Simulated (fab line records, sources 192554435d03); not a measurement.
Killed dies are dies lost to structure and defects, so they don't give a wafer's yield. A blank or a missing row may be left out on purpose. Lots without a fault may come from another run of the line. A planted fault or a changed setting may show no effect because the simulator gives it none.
fab line records | flow n5_finfet
record lots=24 wafers=72 last_day=17
route steps=1938 shown BEOL_M14@1748 BEOL_M15@1783
lots that met no fault: from a run of the same line without faults
start_h: hours from the record's first day to the start of the lot's first wafer shown | wait_h: hours since the lot's step before | " the same as in the row above | L1.1+2: a row that stands for several wafers | - no value, or no start given | * or withheld: withheld | < > ~ a bound
route shown NAME@n: a module of which the file shows steps, and the number in the route of the first | usual: mean/standard deviation of fault-free wafers | same: alike in all rows | chamber/n: place in a boat | sites: the reading at each site | _std_site: their standard deviation | _edge_site: outer sites' mean less inner sites' | radius_mm: how far each site lies from the wafer's centre | mask NAME#n: copy n | behind: the tool/chamber that last shaped the wafer | hold: why the lot was held/for how many hours/how that ended | device: the transistor (n, p or np) that didn't switch | end of line: the same wafers' tests at the end of the route | a step without rows: its recipe alone | killed: dies lost to structure and defects at the first sort, not the wafer's yield | map: a wafer's dies, x killed, . not, _ none there
set.NAME: the setting as run; set.NAME@STEP: as run at that earlier step | model.NAME: the simulator's own value behind a step, which no gauge read
steps of the route over a sample of lots; a table a step, a row a wafer
services: from which hour (start_h, from the record's first day; less than 0 if before it) a tool's chamber was out of use, for how many hours, and why
## steps
# step N5_BEOL_M14_INSPECT_30
# recipe mode=adi inspect_instrument=macro
# usual raw_defect_count=2.0/1.4
# columns lot.wafer tool chamber start_h wait_h raw_defect_count
L074.1 defect_inspect-01 - 231.07 0.0 3
L074.3 " - " " 4
L074.6 " - " " 2
L076.1 defect_inspect-02 - 238.62 0.0 2
L076.4 " - " " 2
L076.6 " - " " 1
L075.1 defect_inspect-01 - 243.16 0.0 4
L075.3 " - " " 1
L075.6 " - " " 0
L077.2 defect_inspect-01 - 264.16 0.0 1
L077.3 " - " " 0
L077.5 " - " " 3
L079.2 defect_inspect-02 - 269.21 0.0 4
L079.4 " - " " 3
L079.6 " - " " 4
L081.3 defect_inspect-01 - 273.33 0.0 1
L081.5 " - " " 3
L081.6 " - " " 2
L080.1 defect_inspect-01 - 275.76 0.0 2
L080.4 " - " " 1
L080.5 " - " " 2
L078.1 defect_inspect-02 - 281.32 0.0 3
L078.2 " - " " 6
L078.5 " - " " 0
L082.1 defect_inspect-02 - 283.14 0.0 2
L082.2 " - " " 0
L082.5 " - " " 6
L084.1 defect_inspect-02 - 297.03 0.0 1
L084.2 " - " " 2
L084.3 " - " " 3
L083.2 defect_inspect-02 - 298.20 0.0 0
L083.3 " - " " 1
L083.4 " - " " 1
L085.1 defect_inspect-02 - 306.35 0.0 3
L085.2 " - " " 2
L085.3 " - " " 3
L086.1 defect_inspect-02 - 316.34 0.0 2
L086.2 " - " " 1
L086.4 " - " " 1
L088.2 defect_inspect-02 - 318.82 0.0 0
L088.3 " - " " 2
L088.5 " - " " 2
L087.1 defect_inspect-01 - 319.14 0.0 1
L087.5 " - " " 1
L087.6 " - " " 4
L089.2 defect_inspect-02 - 336.94 0.0 1
L089.5 " - " " 2
L089.6 " - " " 1
L091.1 defect_inspect-01 - 343.20 0.0 5
L091.2 " - " " 1
L091.6 " - " " 1
L092.1 defect_inspect-01 - 343.89 0.0 1
L092.2 " - " " 3
L092.4 " - " " 4
L090.1 defect_inspect-02 - 344.19 0.0 2
L090.3 " - " " 2
L090.4 " - " " 2
L093.2 defect_inspect-01 - 352.55 0.0 2
L093.5 " - " " 2
L093.6 " - " " 1
L095.1 defect_inspect-02 - 361.67 0.0 1
L095.2 " - " " 1
L095.6 " - " " 0
L094.3 defect_inspect-01 - 362.82 0.0 3
L094.4 " - " " 1
L094.5 " - " " 1
L097.1 defect_inspect-01 - 379.86 0.0 1
L097.2 " - " " 1
L097.5 " - " " 2
L096.1 defect_inspect-01 - 380.58 0.0 2
L096.2 " - " " 1
L096.5 " - " " 3
# step N5_BEOL_M14_DESCUM_33
# recipe chemistry=O2 time_s=7.9 source_power_w=50 bias_power_w=20 pressure_mtorr=20 rf_frequency_hz=2.712e+07 temp_c=40 o2_flow_sccm=225
# usual drypump_motor_current_A=5.6/0.41 oes_product_au=0.78/0.085 rf_vpp_V=242.9/1.5 showerhead_plenum_p_Torr=2.08/0.079 throttle_valve_pct=20.43/0.17
# columns lot.wafer tool chamber start_h wait_h drypump_motor_current_A oes_product_au rf_hours_counter_h rf_vpp_V showerhead_plenum_p_Torr throttle_valve_pct
L074.1 rie_diel-03 2 231.10 0.0 6.2 0.72 190 241.7 2.00 20.52
L074.3 " 1 " " 5.3 0.91 28 244.7 2.16 20.61
L074.6 " 2 " " 6.2 0.72 - 241.7 2.00 20.53
L076.1 rie_diel-06 1 238.72 0.1 5.4 0.74 160 242.8 2.08 20.15
L076.4 " 3 " " 6.4 0.69 - 240.5 1.98 20.36
L076.6 " 1 " " 5.4 0.74 - 244.5 2.08 20.14
L075.1 rie_diel-03 1 243.21 0.0 5.3 0.91 32 243.4 2.16 20.63
L075.3 " 2 " " 6.2 0.71 195 241.4 2.00 20.53
L075.6 " 3 " " 5.6 0.86 - 242.2 2.03 20.33
L077.2 rie_diel-06 0 264.31 0.2 5.0 0.96 7 242.1 2.17 20.44
L077.3 " 3 " " 6.4 0.68 230 241.4 1.98 20.37
L077.5 " 1 " " 5.4 0.73 - 243.1 2.07 20.16
L079.2 rie_diel-03 1 269.24 0.0 5.3 0.90 41 243.0 2.16 20.64
L079.4 " 0 " " 6.1 0.78 133 242.4 2.02 20.58
L079.6 " 1 " " 5.3 0.89 - 242.7 2.16 20.64
L081.3 rie_diel-05 0 273.40 0.1 5.7 0.70 224 242.9 2.06 20.52
L081.5 " 0 " " 5.7 0.69 - 242.2 2.06 20.52
L081.6 " 1 " " 5.2 0.70 - 242.0 2.07 20.49
L080.1 rie_diel-03 0 275.79 0.0 6.1 0.78 136 241.5 2.02 20.58
L080.4 " 1 " " 5.3 0.90 43 243.7 2.15 20.64
L080.5 " 2 " " 6.2 0.71 - 241.6 2.00 20.54
L078.1 rie_diel-06 2 281.57 0.2 5.6 0.88 37 247.4 2.23 20.22
L078.2 " 3 " " 6.4 0.69 235 241.4 1.98 20.39
L078.5 " 1 " " 5.4 0.73 - 243.3 2.07 20.17
L082.1 rie_diel-06 1 283.17 0.0 5.4 0.73 175 243.0 2.07 20.17
L082.2 " 2 " " 5.6 0.88 37 246.2 2.23 20.24
L082.5 " 1 " " 5.4 0.74 - 244.4 2.07 20.16
L084.1 rie_diel-05 0 297.06 0.0 5.7 0.68 233 242.9 2.06 20.54
L084.2 " 3 " " 5.2 0.85 55 241.6 2.03 20.53
L084.3 " 1 " " 5.2 0.69 228 244.0 2.06 20.48
L083.2 rie_diel-05 1 298.41 0.2 5.2 0.69 229 243.7 2.06 20.50
L083.3 " 3 " " 5.2 0.84 55 243.9 2.03 20.53
L083.4 " 0 " " 5.7 0.68 234 243.0 2.06 20.53
L085.1 rie_diel-06 3 306.44 0.1 6.4 0.68 243 242.3 1.97 20.39
L085.2 " 2 " " 5.6 0.86 45 244.5 2.22 20.25
L085.3 " 1 " " 5.4 0.72 183 243.2 2.07 20.17
L086.1 rie_diel-05 3 316.41 0.1 5.2 0.83 63 241.9 2.03 20.54
L086.2 " 0 " " 5.6 0.67 240 241.9 2.05 20.54
L086.4 " 2 " " 5.6 0.71 234 242.9 2.16 20.18
L088.2 rie_diel-06 0 319.01 0.2 5.0 0.91 25 243.8 2.16 20.48
L088.3 " 1 " " 5.4 0.72 188 242.1 2.07 20.21
L088.5 " 2 " " 5.7 0.86 - 243.7 2.22 20.27
L087.1 rie_diel-06 3 319.59 0.4 6.4 0.68 248 241.1 1.97 20.40
L087.5 " 1 " " 5.4 0.72 - 243.5 2.07 20.18
L087.6 " 0 " " 5.0 0.92 - 245.2 2.16 20.49
L089.2 rie_diel-05 0 337.08 0.1 5.7 0.68 248 241.5 2.05 20.57
L089.5 " 3 " " 5.2 0.82 - 241.6 2.03 20.57
L089.6 " 0 " " 5.7 0.67 - 243.4 2.05 20.56
L091.1 rie_diel-03 3 343.23 0.0 5.6 0.82 98 241.7 2.02 20.40
L091.2 " 1 " " 5.3 0.85 68 242.2 2.15 20.68
L091.6 " 2 " " 6.2 0.69 - 239.7 1.99 20.56
L092.1 rie_diel-03 2 343.92 0.0 6.2 0.68 230 240.6 1.99 20.58
L092.2 " 3 " " 5.6 0.82 99 240.9 2.02 20.39
L092.4 " 1 " " 5.3 0.85 68 245.8 2.15 20.68
L090.1 rie_diel-05 2 344.40 0.2 5.6 0.71 245 242.9 2.15 20.19
L090.3 " 3 " " 5.2 0.83 73 243.4 2.03 20.58
L090.4 " 1 " " 5.2 0.68 - 243.1 2.06 20.54
L093.2 rie_diel-06 3 352.58 0.0 6.5 0.93 5 245.0 2.23 20.08
L093.5 " 2 " " 5.7 0.85 - 243.6 2.22 20.26
L093.6 " 3 " " 6.4 0.95 - 245.0 2.23 20.08
L095.1 rie_diel-06 3 361.71 0.0 6.4 0.93 7 245.5 2.23 20.09
L095.2 " 1 " " 5.4 0.71 204 243.2 2.06 20.21
L095.6 " 2 " " 5.6 0.84 - 243.6 2.22 20.28
L094.3 rie_diel-03 3 363.16 0.3 5.6 0.81 104 243.1 2.02 20.40
L094.4 " 1 " " 5.3 0.85 75 244.7 2.14 20.68
L094.5 " 2 " " 6.2 0.68 - 242.1 1.99 20.58
L097.1 rie_diel-03 2 380.06 0.2 6.2 0.68 242 241.7 1.98 20.59
L097.2 " 3 " " 5.6 0.81 110 242.9 2.02 20.41
L097.5 " 1 " " 5.3 0.84 - 245.3 2.14 20.69
L096.1 rie_diel-03 1 380.64 0.1 5.4 0.85 82 244.0 2.14 20.72
L096.2 " 0 " " 6.1 0.75 174 241.5 2.01 20.64
L096.5 " 2 " " 6.2 0.67 - 239.7 1.98 20.60
# step N5_BEOL_M14_THK_MEAS_50
# recipe thk_meas_gauge=xrf reads=Cu_of_BEOL_M14_ECD_47
# usual M14_THK=558/12
# columns lot.wafer tool chamber start_h wait_h M14_THK[nm]
L074.1 film_metro-01 - 233.83 - 572
L074.3 " - " " 564
L074.6 " - " " 576
L076.1 film_metro-02 - 241.03 - 557
L076.4 " - " " 545
L076.6 " - " " 563
L075.1 film_metro-01 - 245.28 - 573
L075.3 " - " " 576
L075.6 " - " " 557
L077.2 film_metro-01 - 267.89 - 542
L077.3 " - " " 542
L077.5 " - " " 563
L079.2 film_metro-02 - 271.63 - 562
L079.4 " - " " 565
L079.6 " - " " 555
L081.3 film_metro-01 - 275.97 - 566
L081.5 " - " " 562
L081.6 " - " " 550
L080.1 film_metro-01 - 279.42 - 574
L080.4 " - " " 566
L080.5 " - " " 567
L078.1 film_metro-02 - 285.45 - 541
L078.2 " - " " 542
L078.5 " - " " 554
L082.1 film_metro-02 - 286.01 - 568
L082.2 " - " " 549
L082.5 " - " " 567
L084.1 film_metro-01 - 302.41 - 573
L084.2 " - " " 577
L084.3 " - " " 557
L083.2 film_metro-01 - 302.50 - 561
L083.3 " - " " 580
L083.4 " - " " 567
L085.1 film_metro-02 - 309.08 - 564
L085.2 " - " " 554
L085.3 " - " " 569
L086.1 film_metro-02 - 322.58 - 567
L086.2 " - " " 549
L086.4 " - " " 552
L088.2 film_metro-01 - 323.37 - 544
L088.3 " - " " 560
L088.5 " - " " 541
L087.1 film_metro-01 - 323.94 - 546
L087.5 " - " " 552
L087.6 " - " " 545
L089.2 film_metro-01 - 339.14 - 566
L089.5 " - " " 575
L089.6 " - " " 570
L091.1 film_metro-02 - 345.99 - 539
L091.2 " - " " 561
L091.6 " - " " 567
L092.1 film_metro-01 - 346.57 - 577
L092.2 " - " " 561
L092.4 " - " " 568
L090.1 film_metro-02 - 351.96 - 558
L090.3 " - " " 572
L090.4 " - " " 543
L093.2 film_metro-02 - 361.48 - 560
L093.5 " - " " 537
L093.6 " - " " 565
L095.1 film_metro-01 - 365.60 - 565
L095.2 " - " " 558
L095.6 " - " " 539
L094.3 film_metro-02 - 366.15 - 548
L094.4 " - " " 561
L094.5 " - " " 563
L097.1 film_metro-02 - 382.57 - 571
L097.2 " - " " 551
L097.5 " - " " 563
L096.1 film_metro-01 - 383.84 - 559
L096.2 " - " " 563
L096.5 " - " " 560
# step N5_BEOL_M14_INSPECT_55
# recipe inspect_instrument=darkfield mode=post_dep
# usual raw_defect_count=74/28
# columns lot.wafer tool chamber start_h wait_h raw_defect_count
L074.1 defect_inspect-01 - 233.98 0.0 76
L074.3 " - " " 135
L074.6 " - " " 68
L076.1 defect_inspect-01 - 241.19 0.0 52
L076.4 " - " " 71
L076.6 " - " " 58
L075.1 defect_inspect-02 - 245.43 0.0 44
L075.3 " - " " 51
L075.6 " - " " 111
L077.2 defect_inspect-02 - 268.04 0.0 58
L077.3 " - " " 68
L077.5 " - " " 75
L079.2 defect_inspect-01 - 271.79 0.0 125
L079.4 " - " " 167
L079.6 " - " " 192
L081.3 defect_inspect-02 - 276.13 0.0 70
L081.5 " - " " 94
L081.6 " - " " 89
L080.1 defect_inspect-02 - 279.58 0.0 78
L080.4 " - " " 57
L080.5 " - " " 37
L078.1 defect_inspect-02 - 285.61 0.0 74
L078.2 " - " " 36
L078.5 " - " " 56
L082.1 defect_inspect-01 - 286.16 0.0 116
L082.2 " - " " 110
L082.5 " - " " 92
L084.1 defect_inspect-02 - 302.57 0.0 150
L084.2 " - " " 121
L084.3 " - " " 110
L083.2 defect_inspect-02 - 302.66 0.0 63
L083.3 " - " " 44
L083.4 " - " " 41
L085.1 defect_inspect-02 - 309.24 0.0 82
L085.2 " - " " 67
L085.3 " - " " 42
L086.1 defect_inspect-02 - 322.73 0.0 74
L086.2 " - " " 96
L086.4 " - " " 82
L088.2 defect_inspect-01 - 323.52 0.0 46
L088.3 " - " " 40
L088.5 " - " " 62
L087.1 defect_inspect-02 - 324.10 0.0 81
L087.5 " - " " 61
L087.6 " - " " 55
L089.2 defect_inspect-02 - 339.30 0.0 78
L089.5 " - " " 53
L089.6 " - " " 86
L091.1 defect_inspect-01 - 346.15 0.0 81
L091.2 " - " " 91
L091.6 " - " " 108
L092.1 defect_inspect-02 - 346.72 0.0 37
L092.2 " - " " 69
L092.4 " - " " 73
L090.1 defect_inspect-02 - 352.11 0.0 53
L090.3 " - " " 39
L090.4 " - " " 64
L093.2 defect_inspect-01 - 361.63 0.0 91
L093.5 " - " " 66
L093.6 " - " " 77
L095.1 defect_inspect-02 - 365.76 0.0 73
L095.2 " - " " 87
L095.6 " - " " 83
L094.3 defect_inspect-01 - 366.30 0.0 55
L094.4 " - " " 58
L094.5 " - " " 47
L097.1 defect_inspect-01 - 382.73 0.0 67
L097.2 " - " " 59
L097.5 " - " " 65
L096.1 defect_inspect-01 - 384.00 0.0 79
L096.2 " - " " 57
L096.5 " - " " 57
# step N5_BEOL_M15_CD_MEAS_10
# recipe target_cd_nm=360 landing_energy_ev=500 detector=se_inlens polarity=opening
# usual cd_nm=359.8/1.7
# columns lot.wafer tool chamber start_h wait_h cd_nm
L074.1 cd_sem-01 0 234.70 - 361.4
L074.3 " 0 " " 359.4
L074.6 " 0 " " 360.1
L076.1 cd_sem-02 0 241.90 - 360.7
L076.4 " 0 " " 361.0
L076.6 " 0 " " 359.7
L075.1 cd_sem-03 0 246.02 - 363.1
L075.3 " 0 " " 361.1
L075.6 " 0 " " 361.4
L077.2 cd_sem-01 0 268.76 - 357.6
L077.3 " 0 " " 360.3
L077.5 " 0 " " 358.7
L079.2 cd_sem-03 0 272.49 - 357.5
L079.4 " 0 " " 361.7
L079.6 " 0 " " 359.5
L081.3 cd_sem-03 0 276.85 - 357.4
L081.5 " 0 " " 359.6
L081.6 " 0 " " 357.2
L080.1 cd_sem-03 0 280.32 - 360.1
L080.4 " 0 " " 359.0
L080.5 " 0 " " 357.6
L078.1 cd_sem-01 0 286.20 - 358.4
L078.2 " 0 " " 359.9
L078.5 " 0 " " 359.8
L082.1 cd_sem-03 0 286.75 - 360.8
L082.2 " 0 " " 358.5
L082.5 " 0 " " 358.7
L084.1 cd_sem-01 0 303.16 - 360.2
L084.2 " 0 " " 360.3
L084.3 " 0 " " 360.7
L083.2 cd_sem-02 0 303.37 - 364.5
L083.3 " 0 " " 361.8
L083.4 " 0 " " 364.6
L085.1 cd_sem-03 0 309.83 - 359.3
L085.2 " 0 " " 360.1
L085.3 " 0 " " 359.9
L086.1 cd_sem-02 0 323.32 - 360.7
L086.2 " 0 " " 358.7
L086.4 " 0 " " 359.2
L088.2 cd_sem-01 0 324.11 - 359.6
L088.3 " 0 " " 357.4
L088.5 " 0 " " 358.6
L087.1 cd_sem-01 0 324.81 - 359.4
L087.5 " 0 " " 362.2
L087.6 " 0 " " 357.6
L089.2 cd_sem-02 0 340.01 - 359.3
L089.5 " 0 " " 361.2
L089.6 " 0 " " 361.0
L091.1 cd_sem-02 0 346.86 - 359.6
L091.2 " 0 " " 357.7
L091.6 " 0 " " 358.4
L092.1 cd_sem-03 0 347.31 - 356.0
L092.2 " 0 " " 357.7
L092.4 " 0 " " 357.1
L090.1 cd_sem-01 0 352.83 - 360.2
L090.3 " 0 " " 358.9
L090.4 " 0 " " 358.7
L093.2 cd_sem-01 0 362.22 - 361.7
L093.5 " 0 " " 362.5
L093.6 " 0 " " 365.0
L095.1 cd_sem-03 0 366.47 - 358.7
L095.2 " 0 " " 357.9
L095.6 " 0 " " 360.6
L094.3 cd_sem-02 0 366.89 - 359.9
L094.4 " 0 " " 357.6
L094.5 " 0 " " 358.6
L097.1 cd_sem-01 0 383.33 - 359.3
L097.2 " 0 " " 357.7
L097.5 " 0 " " 360.9
L096.1 cd_sem-03 0 384.93 - 360.9
L096.2 " 0 " " 359.2
L096.5 " 0 " " 360.5
# step N5_BEOL_M15_INSPECT_12
# recipe mode=adi inspect_instrument=macro
# usual raw_defect_count=2.0/1.5
# columns lot.wafer tool chamber start_h wait_h raw_defect_count
L074.1 defect_inspect-01 - 234.75 0.0 2
L074.3 " - " " 3
L074.6 " - " " 2
L076.1 defect_inspect-02 - 241.96 0.0 4
L076.4 " - " " 2
L076.6 " - " " 3
L075.1 defect_inspect-01 - 246.08 0.0 0
L075.3 " - " " 1
L075.6 " - " " 2
L077.2 defect_inspect-02 - 268.81 0.0 3
L077.3 " - " " 3
L077.5 " - " " 1
L079.2 defect_inspect-02 - 272.54 0.0 5
L079.4 " - " " 1
L079.6 " - " " 4
L081.3 defect_inspect-01 - 276.90 0.0 2
L081.5 " - " " 1
L081.6 " - " " 3
L080.1 defect_inspect-01 - 280.37 0.0 1
L080.4 " - " " 2
L080.5 " - " " 0
L078.1 defect_inspect-02 - 286.26 0.0 4
L078.2 " - " " 3
L078.5 " - " " 1
L082.1 defect_inspect-01 - 286.81 0.0 2
L082.2 " - " " 1
L082.5 " - " " 3
L084.1 defect_inspect-02 - 303.21 0.0 2
L084.2 " - " " 5
L084.3 " - " " 3
L083.2 defect_inspect-01 - 303.43 0.0 2
L083.3 " - " " 2
L083.4 " - " " 3
L085.1 defect_inspect-02 - 309.88 0.0 1
L085.2 " - " " 0
L085.3 " - " " 1
L086.1 defect_inspect-02 - 323.38 0.0 2
L086.2 " - " " 2
L086.4 " - " " 3
L088.2 defect_inspect-01 - 324.17 0.0 1
L088.3 " - " " 0
L088.5 " - " " 2
L087.1 defect_inspect-01 - 324.87 0.0 2
L087.5 " - " " 1
L087.6 " - " " 1
L089.2 defect_inspect-02 - 340.07 0.0 3
L089.5 " - " " 2
L089.6 " - " " 2
L091.1 defect_inspect-02 - 346.91 0.0 3
L091.2 " - " " 3
L091.6 " - " " 1
L092.1 defect_inspect-01 - 347.37 0.0 1
L092.2 " - " " 0
L092.4 " - " " 1
L090.1 defect_inspect-01 - 352.88 0.0 0
L090.3 " - " " 1
L090.4 " - " " 2
L093.2 defect_inspect-02 - 362.28 0.0 2
L093.5 " - " " 4
L093.6 " - " " 1
L095.1 defect_inspect-02 - 366.53 0.0 4
L095.2 " - " " 1
L095.6 " - " " 0
L094.3 defect_inspect-01 - 366.95 0.0 3
L094.4 " - " " 2
L094.5 " - " " 2
L097.1 defect_inspect-02 - 383.39 0.0 6
L097.2 " - " " 2
L097.5 " - " " 1
L096.1 defect_inspect-01 - 384.98 0.0 3
L096.2 " - " " 2
L096.5 " - " " 4
## services
# columns tool chamber start_h hours kind
rie_diel-06 0 219.61 - clean
rie_diel-06 0 219.61 - consumable_replace:focus_ring
rie_diel-06 0 219.61 23.5 scheduled_down
rie_diel-06 0 219.61 23.5 vent_cycle
rie_diel-03 0 223.19 7.0 repair
rie_diel-06 3 249.82 7.8 repair
rie_diel-06 1 268.25 3.5 repair
rie_diel-05 1 280.42 2.5 repair
rie_diel-06 3 326.48 - clean
rie_diel-06 3 326.48 - consumable_replace:focus_ring
rie_diel-06 3 326.48 - consumable_replace:showerhead
rie_diel-06 3 326.48 11.6 scheduled_down
rie_diel-06 3 326.48 11.6 vent_cycle
rie_diel-05 0 343.60 - clean
rie_diel-05 0 343.60 - consumable_replace:focus_ring
rie_diel-05 0 343.60 13.6 scheduled_down
rie_diel-05 0 343.60 13.6 vent_cycle
rie_diel-05 1 357.20 - clean
rie_diel-05 1 357.20 - consumable_replace:focus_ring
rie_diel-05 1 357.20 21.8 scheduled_down
rie_diel-05 1 357.20 21.8 vent_cycle
rie_diel-05 2 379.05 - clean
rie_diel-05 2 379.05 - consumable_replace:focus_ring
rie_diel-05 2 379.05 15.6 scheduled_down
## key
fault none
